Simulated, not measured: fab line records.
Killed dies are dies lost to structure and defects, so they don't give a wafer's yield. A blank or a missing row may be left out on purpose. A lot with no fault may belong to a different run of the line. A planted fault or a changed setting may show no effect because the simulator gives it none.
Matching of chambers + flow n5 finfet + 4 sister chambers for N5_BEOL_M2_STRIP_36 on rie diel-04
The step strips in N2/H2. 16 wafers are shown with their chamber, then 8 later ones without.

## WAFERS, EACH WITH ITS CHAMBER
| wafer  | chamber | showerhead plenum p Torr (Torr) | drypump motor current A (A) | throttle valve pct (%) |
|--------|---------|---------------------------------|-----------------------------|------------------------|
| L075.4 | 0       | 2.51                            | 5.7                         | 23.48                  |
| L075.5 | 2       | 2.58                            | 5.5                         | 23.69                  |
| L075.6 | 1       | 2.49                            | 5.4                         | 23.76                  |
| L079.2 | 2       | 2.58                            | 5.4                         | 23.73                  |
| L079.5 | 1       | 2.49                            | 5.4                         | 23.77                  |
| L079.6 | 0       | 2.50                            | 5.7                         | 23.53                  |
| L085.1 | 1       | 2.48                            | 5.4                         | 23.79                  |
| L085.2 | 2       | 2.58                            | 5.4                         | 23.71                  |
| L085.3 | 3       | 2.57                            | 5.6                         | 23.57                  |
| L087.2 | 1       | 2.48                            | 5.4                         | 23.79                  |
| L087.4 | 2       | 2.57                            | 5.4                         | 23.73                  |
| L087.5 | 0       | 2.49                            | 5.8                         | 23.52                  |
| L090.2 | 3       | 2.56                            | 5.6                         | 23.57                  |
| L090.3 | 2       | 2.57                            | 5.4                         | 23.74                  |
| L090.4 | 0       | 2.49                            | 5.7                         | 23.58                  |
| L091.1 | 3       | 2.56                            | 5.6                         | 23.56                  |

SIGNATURES (averages over the wafers above)
| reading                  | chamber 0 | chamber 1 | chamber 2 | chamber 3 | scatter within a chamber |
|--------------------------|-----------|-----------|-----------|-----------|--------------------------|
| showerhead plenum p Torr | 2.4975    | 2.4850    | 2.5760    | 2.5633    | 0.00684                  |
| drypump motor current A  | 5.725     | 5.400     | 5.420     | 5.600     | 0.0359                   |
| throttle valve pct       | 23.5275   | 23.7775   | 23.7200   | 23.5667   | 0.0249                   |
Rule: for a wafer and a chamber, the distance is found by dividing, reading by reading, the gap between the wafer's reading and the chamber's mean by the reading's scatter, squaring, summing and taking the root. If the next closest chamber is less than 2 further off than the closest, the wafer can't be placed; otherwise it belongs to the closest. The scatter is the square root of a quotient: the sum, over the shown wafers, of each reading's squared deviation from its chamber's mean, divided by wafers minus chambers.

## WAFERS WITHOUT THEIR CHAMBER
| wafer  | showerhead plenum p Torr (Torr) | drypump motor current A (A) | throttle valve pct (%) |
|--------|---------------------------------|-----------------------------|------------------------|
| L091.3 | 2.49                            | 5.7                         | 23.54                  |
| L091.6 | 2.57                            | 5.4                         | 23.74                  |
| L094.1 | 2.57                            | 5.5                         | 23.74                  |
| L094.2 | 2.56                            | 5.6                         | 23.59                  |
| L094.3 | 2.48                            | 5.4                         | 23.77                  |
| L097.1 | 2.56                            | 5.6                         | 23.57                  |
| L097.3 | 2.49                            | 5.8                         | 23.18                  |
| L097.6 | 2.56                            | 5.6                         | 23.62                  |

## THE CHAMBER EACH PASSED THROUGH
| wafer  | from the rows above | in truth |
|--------|---------------------|----------|
| L091.3 | 0                   | 0        |
| L091.6 | 2                   | 2        |
| L094.1 | 2                   | 2        |
| L094.2 | 3                   | 3        |
| L094.3 | 1                   | 1        |
| L097.1 | 3                   | 3        |
| L097.3 | 0                   | 0        |
| L097.6 | 3                   | 3        |
Correct placement for 8 of the 8. Can't be placed from these rows: 0. Wrongly placed: 0.
